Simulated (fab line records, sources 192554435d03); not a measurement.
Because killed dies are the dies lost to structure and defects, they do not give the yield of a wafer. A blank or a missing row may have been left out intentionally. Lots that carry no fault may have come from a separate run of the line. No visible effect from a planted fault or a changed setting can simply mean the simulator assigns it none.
fab line records + flow n5_finfet
[record]
- lots = 7
- wafers = 39
route steps=1938 shown WELL_APT@24 DUMMY_GATE@228
start_h: the number of hours between the record's first day and the start of the first shown wafer of the lot + wait_h: how many hours have passed since the lot's step before this one + " as in the row above + L1.1+2: a single row standing in for several wafers + - value missing, or start not given + * or withheld: withheld + < > ~ a bound
route shown NAME@n: a module of which the file shows steps, and the number in the route of the first + usual: mean/standard deviation of fault-free wafers + same: alike in all rows + chamber/n: place in a boat + sites: the reading at each site + _std_site: standard deviation of those values + _edge_site: inner sites' mean taken away from outer sites' mean + radius_mm: how far each site lies from the wafer's centre + mask NAME#n: copy n + behind: the last tool/chamber to shape the wafer + hold: the reason the lot was held/the length of the hold in hours/how it ended + device: names the non-switching transistor (n, p or np) + end of line: at the end of the route, the tests of the same wafers + a step without rows: its recipe alone + killed: not the wafer's yield, but the dies lost to structure and defects at the first sort + map: the dies of a wafer, with x for killed, . for not killed, _ for no die there
set.NAME: the setting as run; set.NAME@STEP: as run at that earlier step + model.NAME: the simulator's own value behind a step, which no gauge read
one table per step and one row per wafer, for lots whose settings were changed on purpose
[[steps]]
[step N5_WELL_APT_EXPOSE_05]
[recipe]
- mask_id = NWELL
- na = 0.8
- source_shape = conventional
- sigma_outer = 0.8
- polarization = unpolarized
- defocus_nm = 0
- target_cd_nm = 200
- dose_mj = 20.3
| lot.wafer        | tool           | chamber | start_h | wait_h | mask    | set.dose_mj |
|------------------|----------------|---------|---------|--------|---------|-------------|
| L075.1+3+4       | krf_scanner-02 | 0       | 19.57   | -      | NWELL#0 | 20.3        |
| L076.1+2+4       | krf_scanner-02 | 0       | 25.51   | -      | NWELL#0 | 20.3        |
| L076.3+5+6       | "              | 0       | "       | "      | NWELL#0 | 20.74       |
| L078.1+3+4       | krf_scanner-01 | 0       | 37.66   | -      | NWELL#0 | 20.3        |
| L078.2+5+6       | "              | 0       | "       | "      | NWELL#0 | 21          |
| L086.1+2+4       | krf_scanner-01 | 0       | 85.60   | -      | NWELL#0 | 18.97       |
| L086.3+5+6       | "              | 0       | "       | "      | NWELL#0 | 20.3        |
| L089.1+2+3+4+5+6 | krf_scanner-02 | 0       | 103.38  | -      | NWELL#0 | 20.3        |
| L090.1+2+4       | krf_scanner-02 | 0       | 109.50  | -      | NWELL#0 | 20.3        |
| L090.3+5+6       | "              | 0       | "       | "      | NWELL#0 | 21.73       |
| L093.1+2+4       | krf_scanner-02 | 0       | 127.64  | -      | NWELL#0 | 20.91       |
| L093.3+5+6       | "              | 0       | "       | "      | NWELL#0 | 20.3        |
[step N5_WELL_APT_PEB_06]
[recipe]
- peb_temp_c = 130
- peb_time_s = 90
[step N5_WELL_APT_DEVELOP_07]
[recipe]
- develop_time_s = 45
- rinse_liquid = surfactant_rinse
- dry = air_spin
- dev_temp_c = 21
[step N5_WELL_APT_HARDBAKE_12]
[recipe]
- temp_c = 130
- time_s = 120
[step N5_WELL_APT_CD_MEAS_08]
[recipe]
- target_cd_nm = 200
- landing_energy_ev = 500
- detector = se_inlens
[usual]
- cd_nm = 200.7/1.7
| lot.wafer | tool      | chamber | start_h | wait_h | set.dose_mj@WELL_APT_EXPOSE_05 | cd_nm |
|-----------|-----------|---------|---------|--------|--------------------------------|-------|
| L075.1    | cd_sem-02 | 0       | 19.74   | -      | 20.3                           | 200.3 |
| L075.3    | "         | 0       | "       | "      | 20.3                           | 201.1 |
| L075.4    | "         | 0       | "       | "      | 20.3                           | 200.4 |
| L076.1    | cd_sem-02 | 0       | 25.68   | -      | 20.3                           | 201.7 |
| L076.2    | "         | 0       | "       | "      | 20.3                           | 200.3 |
| L076.3    | "         | 0       | "       | "      | 20.74                          | 204.3 |
| L076.4    | "         | 0       | "       | "      | 20.3                           | 199.5 |
| L076.5    | "         | 0       | "       | "      | 20.74                          | 202.8 |
| L076.6    | "         | 0       | "       | "      | 20.74                          | 203.4 |
| L078.1    | cd_sem-03 | 0       | 37.83   | -      | 20.3                           | 201.8 |
| L078.2    | "         | 0       | "       | "      | 21                             | 205.6 |
| L078.3    | "         | 0       | "       | "      | 20.3                           | 202.5 |
| L078.4    | "         | 0       | "       | "      | 20.3                           | 202.1 |
| L078.5    | "         | 0       | "       | "      | 21                             | 207.7 |
| L078.6    | "         | 0       | "       | "      | 21                             | 206.8 |
| L086.1    | cd_sem-03 | 0       | 85.77   | -      | 18.97                          | 190.3 |
| L086.2    | "         | 0       | "       | "      | 18.97                          | 189.2 |
| L086.3    | "         | 0       | "       | "      | 20.3                           | 203.0 |
| L086.4    | "         | 0       | "       | "      | 18.97                          | 189.2 |
| L086.5    | "         | 0       | "       | "      | 20.3                           | 200.4 |
| L086.6    | "         | 0       | "       | "      | 20.3                           | 202.7 |
| L089.1    | cd_sem-02 | 0       | 103.56  | -      | 20.3                           | 199.0 |
| L089.2    | "         | 0       | "       | "      | 20.3                           | 198.5 |
| L089.3    | "         | 0       | "       | "      | 20.3                           | 196.9 |
| L089.4    | "         | 0       | "       | "      | 20.3                           | 197.1 |
| L089.5    | "         | 0       | "       | "      | 20.3                           | 197.5 |
| L089.6    | "         | 0       | "       | "      | 20.3                           | 198.5 |
| L090.1    | cd_sem-02 | 0       | 109.68  | -      | 20.3                           | 203.4 |
| L090.2    | "         | 0       | "       | "      | 20.3                           | 202.8 |
| L090.3    | "         | 0       | "       | "      | 21.73                          | 213.5 |
| L090.4    | "         | 0       | "       | "      | 20.3                           | 202.2 |
| L090.5    | "         | 0       | "       | "      | 21.73                          | 214.9 |
| L090.6    | "         | 0       | "       | "      | 21.73                          | 212.4 |
| L093.1    | cd_sem-03 | 0       | 127.81  | -      | 20.91                          | 208.9 |
| L093.2    | "         | 0       | "       | "      | 20.91                          | 207.6 |
| L093.3    | "         | 0       | "       | "      | 20.3                           | 201.3 |
| L093.4    | "         | 0       | "       | "      | 20.91                          | 207.9 |
| L093.5    | "         | 0       | "       | "      | 20.3                           | 201.8 |
| L093.6    | "         | 0       | "       | "      | 20.3                           | 204.2 |
[step N5_WELL_APT_DESCUM_13]
[recipe]
- chemistry = O2
- time_s = 7.9
- source_power_w = 50
- bias_power_w = 20
- pressure_mtorr = 20
- rf_frequency_hz = 2.712e+07
- temp_c = 40
- o2_flow_sccm = 225
| lot.wafer | tool        | chamber | start_h | wait_h | set.dose_mj@WELL_APT_EXPOSE_05 | model.WELL_APT.cd_nm |
|-----------|-------------|---------|---------|--------|--------------------------------|----------------------|
| L075.1    | rie_diel-04 | 3       | 19.83   | 0.0    | 20.3                           | 200.7                |
| L075.3    | "           | 1       | "       | "      | 20.3                           | 201                  |
| L075.4    | "           | 0       | "       | "      | 20.3                           | 200.2                |
| L076.1    | rie_diel-02 | 0       | 25.90   | 0.2    | 20.3                           | 201.6                |
| L076.2    | "           | 2       | "       | "      | 20.3                           | 200                  |
| L076.3    | "           | 3       | "       | "      | 20.74                          | 204.8                |
| L076.4    | "           | 1       | "       | "      | 20.3                           | 199.3                |
| L076.5    | "           | 0       | "       | "      | 20.74                          | 202.7                |
| L076.6    | "           | 3       | "       | "      | 20.74                          | 203.5                |
| L078.1    | rie_diel-01 | 3       | 37.92   | 0.0    | 20.3                           | 202                  |
| L078.2    | "           | 0       | "       | "      | 21                             | 206.1                |
| L078.3    | "           | 2       | "       | "      | 20.3                           | 202.4                |
| L078.4    | "           | 1       | "       | "      | 20.3                           | 202.1                |
| L078.5    | "           | 0       | "       | "      | 21                             | 208.3                |
| L078.6    | "           | 1       | "       | "      | 21                             | -                    |
| L086.1    | rie_diel-02 | 0       | 85.86   | 0.0    | 18.97                          | 190.5                |
| L086.2    | "           | 2       | "       | "      | 18.97                          | 189.1                |
| L086.3    | "           | 3       | "       | "      | 20.3                           | 202.9                |
| L086.4    | "           | 1       | "       | "      | 18.97                          | 189.3                |
| L086.5    | "           | 1       | "       | "      | 20.3                           | 200.6                |
| L086.6    | "           | 2       | "       | "      | 20.3                           | 202.4                |
| L089.1    | rie_diel-02 | 3       | 103.99  | 0.4    | 20.3                           | 199                  |
| L089.2    | "           | 0       | "       | "      | 20.3                           | 198.9                |
| L089.3+4  | "           | 2,1     | "       | "      | 20.3                           | 196.8                |
| L089.5    | "           | 0       | "       | "      | 20.3                           | 197.5                |
| L089.6    | "           | 3       | "       | "      | 20.3                           | 198.8                |
| L090.1    | rie_diel-01 | 0       | 110.30  | 0.6    | 20.3                           | 203.8                |
| L090.2    | "           | 2       | "       | "      | 20.3                           | 202.9                |
| L090.3    | "           | 3       | "       | "      | 21.73                          | 213.7                |
| L090.4    | "           | 0       | "       | "      | 20.3                           | 202.5                |
| L090.5    | "           | 3       | "       | "      | 21.73                          | 214.7                |
| L090.6    | "           | 2       | "       | "      | 21.73                          | 212.2                |
| L093.1    | rie_diel-02 | 1       | 127.96  | 0.1    | 20.91                          | 208.6                |
| L093.2    | "           | 0       | "       | "      | 20.91                          | 207.4                |
| L093.3    | "           | 2       | "       | "      | 20.3                           | 201.1                |
| L093.4    | "           | 3       | "       | "      | 20.91                          | 207.7                |
| L093.5    | "           | 1       | "       | "      | 20.3                           | 201.3                |
| L093.6    | "           | 2       | "       | "      | 20.3                           | 204.1                |
[step N5_DUMMY_GATE_EXPOSE_12]
[recipe]
- mask_id = GATE
- na = 0.33
- source_shape = annular
- sigma_inner = 0.2
- sigma_outer = 0.6
- polarization = unpolarized
- target_cd_nm = 25
- dose_mj = 34
| lot.wafer        | tool           | chamber | start_h | wait_h | mask   | set.dose_mj |
|------------------|----------------|---------|---------|--------|--------|-------------|
| L075.1+3+4       | euv_scanner-01 | 0       | 51.98   | -      | GATE#0 | 34          |
| L076.1+2+3+4+5+6 | euv_scanner-01 | 0       | 57.97   | -      | GATE#0 | 34          |
| L078.1+2+6       | euv_scanner-02 | 0       | 70.08   | -      | GATE#0 | 34          |
| L078.3+4+5       | "              | 0       | "       | "      | GATE#0 | 32.42       |
| L086.1+5+6       | euv_scanner-01 | 0       | 118.74  | -      | GATE#0 | 32.33       |
| L086.2+3+4       | "              | 0       | "       | "      | GATE#0 | 34          |
| L089.1+3+5       | euv_scanner-01 | 0       | 138.43  | -      | GATE#0 | 34          |
| L089.2+4+6       | "              | 0       | "       | "      | GATE#0 | 35.96       |
| L090.1+2+3+4+5+6 | euv_scanner-02 | 0       | 143.92  | -      | GATE#0 | 34          |
| L093.1+2+6       | euv_scanner-01 | 0       | 159.73  | -      | GATE#0 | 36.21       |
| L093.3+4+5       | "              | 0       | "       | "      | GATE#0 | 34          |
[step N5_DUMMY_GATE_PEB_13]
[recipe]
- peb_temp_c = 100
- peb_time_s = 60
- resist = CAR-EUV
[step N5_DUMMY_GATE_DEVELOP_14]
[recipe]
- develop_time_s = 30
- developer = TMAH
- resist = CAR-EUV
- rinse_liquid = surfactant_rinse
- dry = air_spin
- dev_temp_c = 23
[step N5_DUMMY_GATE_CD_MEAS_15]
[recipe]
- target_cd_nm = 25.8
- landing_energy_ev = 500
- detector = se_inlens
[usual]
- cd_nm = 24.93/0.26
| lot.wafer | tool      | chamber | start_h | wait_h | set.dose_mj@DUMMY_GATE_EXPOSE_12 | cd_nm |
|-----------|-----------|---------|---------|--------|----------------------------------|-------|
| L075.1    | cd_sem-02 | 0       | 52.11   | -      | 34                               | 25.09 |
| L075.3    | "         | 0       | "       | "      | 34                               | 24.34 |
| L075.4    | "         | 0       | "       | "      | 34                               | 24.65 |
| L076.1    | cd_sem-01 | 0       | 58.10   | -      | 34                               | 25.27 |
| L076.2    | "         | 0       | "       | "      | 34                               | 25.15 |
| L076.3    | "         | 0       | "       | "      | 34                               | 25.06 |
| L076.4    | "         | 0       | "       | "      | 34                               | 25.05 |
| L076.5    | "         | 0       | "       | "      | 34                               | 25.18 |
| L076.6    | "         | 0       | "       | "      | 34                               | 25.12 |
| L078.1    | cd_sem-01 | 0       | 70.20   | -      | 34                               | 25.23 |
| L078.2    | "         | 0       | "       | "      | 34                               | 24.79 |
| L078.3    | "         | 0       | "       | "      | 32.42                            | 25.74 |
| L078.4    | "         | 0       | "       | "      | 32.42                            | 25.47 |
| L078.5    | "         | 0       | "       | "      | 32.42                            | 25.78 |
| L078.6    | "         | 0       | "       | "      | 34                               | 24.75 |
| L086.1    | cd_sem-03 | 0       | 118.87  | -      | 32.33                            | 25.76 |
| L086.2    | "         | 0       | "       | "      | 34                               | 24.53 |
| L086.3    | "         | 0       | "       | "      | 34                               | 24.63 |
| L086.4    | "         | 0       | "       | "      | 34                               | 24.72 |
| L086.5    | "         | 0       | "       | "      | 32.33                            | 25.91 |
| L086.6    | "         | 0       | "       | "      | 32.33                            | 25.74 |
| L089.1    | cd_sem-01 | 0       | 138.56  | -      | 34                               | 24.78 |
| L089.2    | "         | 0       | "       | "      | 35.96                            | 23.99 |
| L089.3    | "         | 0       | "       | "      | 34                               | 24.73 |
| L089.4    | "         | 0       | "       | "      | 35.96                            | 24.23 |
| L089.5    | "         | 0       | "       | "      | 34                               | 25.16 |
| L089.6    | "         | 0       | "       | "      | 35.96                            | 23.75 |
| L090.1    | cd_sem-03 | 0       | 144.05  | -      | 34                               | 24.89 |
| L090.2    | "         | 0       | "       | "      | 34                               | 25.19 |
| L090.3    | "         | 0       | "       | "      | 34                               | 24.91 |
| L090.4    | "         | 0       | "       | "      | 34                               | 24.67 |
| L090.5    | "         | 0       | "       | "      | 34                               | 24.99 |
| L090.6    | "         | 0       | "       | "      | 34                               | 24.93 |
| L093.1    | cd_sem-01 | 0       | 159.86  | -      | 36.21                            | 23.89 |
| L093.2    | "         | 0       | "       | "      | 36.21                            | 23.76 |
| L093.3    | "         | 0       | "       | "      | 34                               | 24.56 |
| L093.4    | "         | 0       | "       | "      | 34                               | 25.01 |
| L093.5    | "         | 0       | "       | "      | 34                               | 24.78 |
| L093.6    | "         | 0       | "       | "      | 36.21                            | 24.02 |
[step N5_DUMMY_GATE_STRIP_38]
[recipe]
- chemistry = N2/H2
- temp_c = 40
- n2_flow_sccm = 200
- h2_flow_sccm = 200
- rf_frequency_hz = 6e+07
[step N5_DUMMY_GATE_STRIP_39]
[recipe]
- chemistry = N2/H2
- temp_c = 40
- n2_flow_sccm = 200
- h2_flow_sccm = 200
- rf_frequency_hz = 6e+07
[step N5_DUMMY_GATE_TRIM_49]
[recipe]
- chemistry = O2
- resist = SOC
- time_s = 29
- target_cd_nm = 14
- source_power_w = 300
- bias_power_w = 0
- O2_flow_sccm = 100
- temp_c = 20
| lot.wafer  | tool      | chamber | start_h | wait_h | set.dose_mj@DUMMY_GATE_EXPOSE_12 | model.DUMMY_GATE.cd_nm |
|------------|-----------|---------|---------|--------|----------------------------------|------------------------|
| L075.1+4   | rie_si-03 | 2,0     | 52.67   | 0.0    | 34                               | 13.6                   |
| L075.3     | "         | 1       | "       | "      | 34                               | 14                     |
| L076.1+4+5 | rie_si-01 | 0,2,1   | 58.47   | 0.0    | 34                               | 14                     |
| L076.2     | "         | 3       | "       | "      | 34                               | 14.6                   |
| L076.3     | "         | 1       | "       | "      | 34                               | 14.4                   |
| L076.6     | "         | 2       | "       | "      | 34                               | 14.2                   |
| L078.1     | rie_si-01 | 3       | 70.75   | 0.0    | 34                               | 14.2                   |
| L078.2     | "         | 0       | "       | "      | 34                               | 13.8                   |
| L078.3     | "         | 1       | "       | "      | 32.42                            | 15                     |
| L078.4     | "         | 2       | "       | "      | 32.42                            | 14.4                   |
| L078.5     | "         | 0       | "       | "      | 32.42                            | 14.6                   |
| L078.6     | "         | 1       | "       | "      | 34                               | 14                     |
| L086.1     | rie_si-02 | 0       | 119.23  | 0.0    | 32.33                            | 14.6                   |
| L086.2     | "         | 3       | "       | "      | 34                               | 13.6                   |
| L086.3+4   | "         | 2,3     | "       | "      | 34                               | 13.8                   |
| L086.5+6   | "         | 0,2     | "       | "      | 32.33                            | 14.8                   |
| L089.1+3+5 | rie_si-02 | 1,2,1   | 138.92  | 0.0    | 34                               | 14                     |
| L089.2     | "         | 3       | "       | "      | 35.96                            | 12.4                   |
| L089.4     | "         | 0       | "       | "      | 35.96                            | 12.8                   |
| L089.6     | "         | 0       | "       | "      | 35.96                            | 13                     |
| L090.1+4   | rie_si-01 | 3       | 144.42  | 0.0    | 34                               | 14                     |
| L090.2     | "         | 1       | "       | "      | 34                               | 13.8                   |
| L090.3     | "         | 0       | "       | "      | 34                               | 14.2                   |
| L090.5     | "         | 1       | "       | "      | 34                               | 14.4                   |
| L090.6     | "         | 0       | "       | "      | 34                               | 13.6                   |
| L093.1     | rie_si-03 | 2       | 160.22  | 0.0    | 36.21                            | 12.2                   |
| L093.2     | "         | 1       | "       | "      | 36.21                            | 13.2                   |
| L093.3     | "         | 3       | "       | "      | 34                               | 14.2                   |
| L093.4     | "         | 0       | "       | "      | 34                               | 13.4                   |
| L093.5     | "         | 3       | "       | "      | 34                               | 14.4                   |
| L093.6     | "         | 2       | "       | "      | 36.21                            | 12.8                   |
[step N5_DUMMY_GATE_ETCH_31]
[recipe]
- chemistry = C4F6/O2
- target = SiO2
- mask_material = SOC
- target_depth_a = 825
- time_s = 27.5
- ion_energy_ev = 250
- pressure_mtorr = 30
- source_w = 345
- bias_w = 185
- Ar_flow_sccm = 300
- C4F6_flow_sccm = 10
- O2_flow_sccm = 10
| lot.wafer | tool        | chamber | start_h | wait_h | set.target_depth_a | model.etch.depth_nm |
|-----------|-------------|---------|---------|--------|--------------------|---------------------|
| L075.1    | rie_diel-05 | 2       | 53.01   | 0.1    | 825                | 81.26               |
| L075.3    | "           | 0       | "       | "      | 825                | 81.17               |
| L075.4    | "           | 3       | "       | "      | 825                | 82.01               |
| L076.1    | rie_diel-03 | 2       | 58.82   | 0.1    | 825                | 84.73               |
| L076.2    | "           | 1       | "       | "      | 866.4              | 83.85               |
| L076.3    | "           | 3       | "       | "      | 825                | 82.79               |
| L076.4    | "           | 1       | "       | "      | 866.4              | 85.12               |
| L076.5    | "           | 3       | "       | "      | 825                | 83.52               |
| L076.6    | "           | 2       | "       | "      | 866.4              | 88.38               |
| L078.1    | rie_diel-03 | 0       | 70.96   | 0.0    | 825                | 84.62               |
| L078.2    | "           | 2       | "       | "      | 825                | 83.79               |
| L078.3    | "           | 3       | "       | "      | 912.7              | 91.81               |
| L078.4    | "           | 1       | "       | "      | 825                | 79.83               |
| L078.5    | "           | 2       | "       | "      | 912.7              | 92.97               |
| L078.6    | "           | 1       | "       | "      | 912.7              | 88.66               |
| L086.1    | rie_diel-03 | 2       | 119.42  | 0.0    | 723.1              | 73.85               |
| L086.2    | "           | 0       | "       | "      | 825                | 85.71               |
| L086.3    | "           | 3       | "       | "      | 723.1              | 73.21               |
| L086.4    | "           | 1       | "       | "      | 825                | 79.89               |
| L086.5    | "           | 1       | "       | "      | 723.1              | 70.77               |
| L086.6    | "           | 0       | "       | "      | 825                | 85.68               |
| L089.1    | rie_diel-03 | 2       | 139.11  | 0.0    | 794.1              | 81.54               |
| L089.2    | "           | 3       | "       | "      | 794.1              | 80.23               |
| L089.3    | "           | 0       | "       | "      | 794.1              | 82.45               |
| L089.4    | "           | 1       | "       | "      | 825                | 79.49               |
| L089.5    | "           | 2       | "       | "      | 825                | 84.52               |
| L089.6    | "           | 3       | "       | "      | 825                | 83.43               |
| L090.1    | rie_diel-03 | 1       | 144.62  | 0.0    | 729.3              | 70.7                |
| L090.2    | "           | 0       | "       | "      | 729.3              | 74.54               |
| L090.3    | "           | 3       | "       | "      | 825                | 82.71               |
| L090.4    | "           | 2       | "       | "      | 825                | 83.74               |
| L090.5    | "           | 2       | "       | "      | 729.3              | 73.88               |
| L090.6    | "           | 3       | "       | "      | 825                | 82.44               |
| L093.1    | rie_diel-05 | 3       | 160.42  | 0.0    | 774.7              | 78.76               |
| L093.2    | "           | 2       | "       | "      | 825                | 81.28               |
| L093.3    | "           | 1       | "       | "      | 774.7              | 76.79               |
| L093.4    | "           | 2       | "       | "      | 774.7              | 76.2                |
| L093.5    | "           | 1       | "       | "      | 825                | 81.45               |
| L093.6    | "           | 3       | "       | "      | 825                | 83.44               |
[step N5_DUMMY_GATE_ETCH_32]
[recipe]
- chemistry = CF4
- target = SiO2
- target_depth_a = 35
- time_s = 3.9
- ion_energy_ev = 350
- pressure_mtorr = 10
- icp_w = 800
- bias_w = 400
- cf4_flow_sccm = 80
| lot.wafer | tool      | chamber | start_h | wait_h | set.time_s | model.etch.depth_nm |
|-----------|-----------|---------|---------|--------|------------|---------------------|
| L075.1    | rie_si-02 | 1       | 53.26   | 0.1    | 3.9        | 3.438               |
| L075.3    | "         | 0       | "       | "      | 3.9        | 3.416               |
| L075.4    | "         | 3       | "       | "      | 3.9        | 3.509               |
| L076.1    | rie_si-03 | 2       | 59.07   | 0.1    | 3.9        | 3.556               |
| L076.2    | "         | 1       | "       | "      | 3.9        | 3.39                |
| L076.3    | "         | 0       | "       | "      | 3.9        | 3.531               |
| L076.4    | "         | 3       | "       | "      | 3.9        | 3.495               |
| L076.5    | "         | 1       | "       | "      | 3.9        | 3.412               |
| L076.6    | "         | 0       | "       | "      | 3.9        | 3.5                 |
| L078.1    | rie_si-02 | 0       | 71.20   | 0.1    | 3.427      | 3.006               |
| L078.2    | "         | 1       | "       | "      | 3.9        | 3.448               |
| L078.3    | "         | 2       | "       | "      | 3.427      | 3.009               |
| L078.4    | "         | 3       | "       | "      | 3.9        | 3.502               |
| L078.5    | "         | 2       | "       | "      | 3.9        | 3.421               |
| L078.6    | "         | 3       | "       | "      | 3.427      | 3.118               |
| L086.1    | rie_si-01 | 2       | 119.68  | 0.1    | 4.39       | 3.898               |
| L086.2    | "         | 1       | "       | "      | 4.39       | 3.803               |
| L086.3    | "         | 3       | "       | "      | 3.9        | 3.527               |
| L086.4    | "         | 0       | "       | "      | 3.9        | 3.469               |
| L086.5    | "         | 2       | "       | "      | 3.9        | 3.466               |
| L086.6    | "         | 3       | "       | "      | 4.39       | 4.014               |
| L089.1    | rie_si-03 | 3       | 139.37  | 0.1    | 4.252      | 3.772               |
| L089.2    | "         | 2       | "       | "      | 3.9        | 3.563               |
| L089.3    | "         | 0       | "       | "      | 3.9        | 3.501               |
| L089.4    | "         | 1       | "       | "      | 3.9        | 3.391               |
| L089.5    | "         | 2       | "       | "      | 4.252      | 3.899               |
| L089.6    | "         | 3       | "       | "      | 4.252      | 3.78                |
| L090.1    | rie_si-03 | 3       | 144.87  | 0.1    | 3.9        | 3.433               |
| L090.2    | "         | 0       | "       | "      | 4.321      | 3.825               |
| L090.3    | "         | 2       | "       | "      | 3.9        | 3.547               |
| L090.4    | "         | 1       | "       | "      | 3.9        | 3.362               |
| L090.5    | "         | 0       | "       | "      | 4.321      | 3.864               |
| L090.6    | "         | 3       | "       | "      | 4.321      | 3.812               |
| L093.1    | rie_si-02 | 2       | 160.67  | 0.1    | 3.36       | 2.946               |
| L093.2    | "         | 1       | "       | "      | 3.36       | 3.018               |
| L093.3    | "         | 3       | "       | "      | 3.36       | 3.07                |
| L093.4    | "         | 1       | "       | "      | 3.9        | 3.508               |
| L093.5    | "         | 3       | "       | "      | 3.9        | 3.591               |
| L093.6    | "         | 2       | "       | "      | 3.9        | 3.387               |
[[key]]
[split]
- step = N5_WELL_APT_EXPOSE_05
- setting = dose_mj
- stated = 20.3
- by = wafer
[response]
- step = N5_WELL_APT_CD_MEAS_08
- reading = cd_nm
- change = +1.67
- per = 1%
- r = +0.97
[response]
- step = N5_WELL_APT_DESCUM_13
- reading = model.WELL_APT.cd_nm
- change = +1.67
- per = 1%
- r = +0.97
[split]
- step = N5_DUMMY_GATE_EXPOSE_12
- setting = dose_mj
- stated = 34
- by = wafer
[response]
- step = N5_DUMMY_GATE_CD_MEAS_15
- reading = cd_nm
- change = -0.167
- per = 1%
- r = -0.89
[response]
- step = N5_DUMMY_GATE_TRIM_49
- reading = model.DUMMY_GATE.cd_nm
- change = -0.194
- per = 1%
- r = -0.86
[split]
- step = N5_DUMMY_GATE_ETCH_31
- setting = target_depth_a
- stated = 825
- by = wafer
[response]
- step = N5_DUMMY_GATE_ETCH_31
- reading = model.etch.depth_nm
- change = +0.81
- per = 1%
- r = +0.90
[split]
- step = N5_DUMMY_GATE_ETCH_32
- setting = time_s
- stated = 3.9
- by = wafer
[response]
- step = N5_DUMMY_GATE_ETCH_32
- reading = model.etch.depth_nm
- change = +0.0347
- per = 1%
- r = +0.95
